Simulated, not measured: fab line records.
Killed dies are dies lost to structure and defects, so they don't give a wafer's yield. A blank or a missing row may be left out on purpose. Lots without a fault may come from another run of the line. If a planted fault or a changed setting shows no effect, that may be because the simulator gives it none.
The same fault as seen by 2 desks / flow nandHarc / every desk sees just its own numbers, and what lay behind them comes last

== THE TOOL OWNER'S DESK: harEtch-02 ==
The tool's own readings at NHARC_A_CHANNEL_HOLE_D1_ETCH_21 (etches the open film in C4F8/O2/Ar, time 514.3 s, target depth 1600 nm): means of the sampled wafers that have a number, for each lot that ran on this tool. If a lot's mean is further than 4 standard deviations from the usual mean, the lot is out of limits and carries the mark OUT (the distance appears in the brackets).
Columns: A = drypumpMotorCurrentA at NHARC_A_CHANNEL_HOLE_D1_ETCH_21, usual 5.53 A; B = showerheadPlenumPTorr at NHARC_A_CHANNEL_HOLE_D1_ETCH_21, usual 3.77 Torr; C = throttleValvePct at NHARC_A_CHANNEL_HOLE_D1_ETCH_21, usual 32.155 %
lot=L829; first seen here=day 8 23:32; A=5.81; B=3.87; C=32.154
lot=L831; first seen here=day 9 07:50; A=5.79; B=3.87; C=32.158
lot=L830; first seen here=day 9 12:04; A=5.72; B=3.87; C=32.154
lot=L834; first seen here=day 10 05:22; A=5.70; B=3.87; C=32.156
lot=L844; first seen here=day 13 01:13; A=5.69; B=3.85; C=32.163
lot=L848; first seen here=day 13 14:22; A=5.68; B=3.85; C=32.153
lot=L849; first seen here=day 13 21:17; A=5.78; B=3.84; C=32.149
Result from this desk: across the 7 lots, nothing is out of limits.

== THE DEFECT DESK ==
Inspection counts along the route, by lot: the mean over sampled wafers that carry a number. If a lot's mean is further than 4 standard deviations from the usual mean, the lot is out of limits and carries the mark OUT (the distance appears in the brackets).
Columns: A = rawDefectCount at NHARC_A_CHANNEL_HOLE_D1_INSPECT_40, usual 66
lot=L826; first seen here=day 8 14:28; A=66
lot=L829; first seen here=day 9 04:43; A=47
lot=L831; first seen here=day 9 13:08; A=46
lot=L830; first seen here=day 9 17:14; A=250 (+11) OUT
lot=L834; first seen here=day 10 10:37; A=240 (+10) OUT
lot=L842; first seen here=day 12 23:48; A=88
lot=L843; first seen here=day 13 04:20; A=69
lot=L844; first seen here=day 13 06:31; A=34
lot=L846; first seen here=day 13 15:45; A=70
lot=L848; first seen here=day 13 19:33; A=76
lot=L847; first seen here=day 13 21:57; A=79
lot=L849; first seen here=day 14 02:28; A=64
Finding of this desk: L830, L834 out of limits; the first was L830 at day 9 17:14, on rawDefectCount at NHARC_A_CHANNEL_HOLE_D1_INSPECT_40. Within limits: L826, L829, L831, L842, L843, L844, L846, L848, L847, L849.

== BROUGHT TOGETHER ==
The defect desk could have raised an alarm at day 9 17:14, on L830, L834.
The tool owner's desk saw nothing out of limits.
Tool owner's desk: L830, L834 on record, inside its limits.
All the named lots went through NHARC_A_CHANNEL_HOLE_D1_ETCH_21 on harEtch-02.

== WHAT WAS PUT IN BY THE SIMULATOR ==
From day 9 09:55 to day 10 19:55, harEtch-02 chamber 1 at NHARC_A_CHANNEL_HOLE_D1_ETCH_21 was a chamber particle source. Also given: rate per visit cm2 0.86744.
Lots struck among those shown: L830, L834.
Hours from the fault's start to each desk's first reading out of limits: the defect desk, 7.
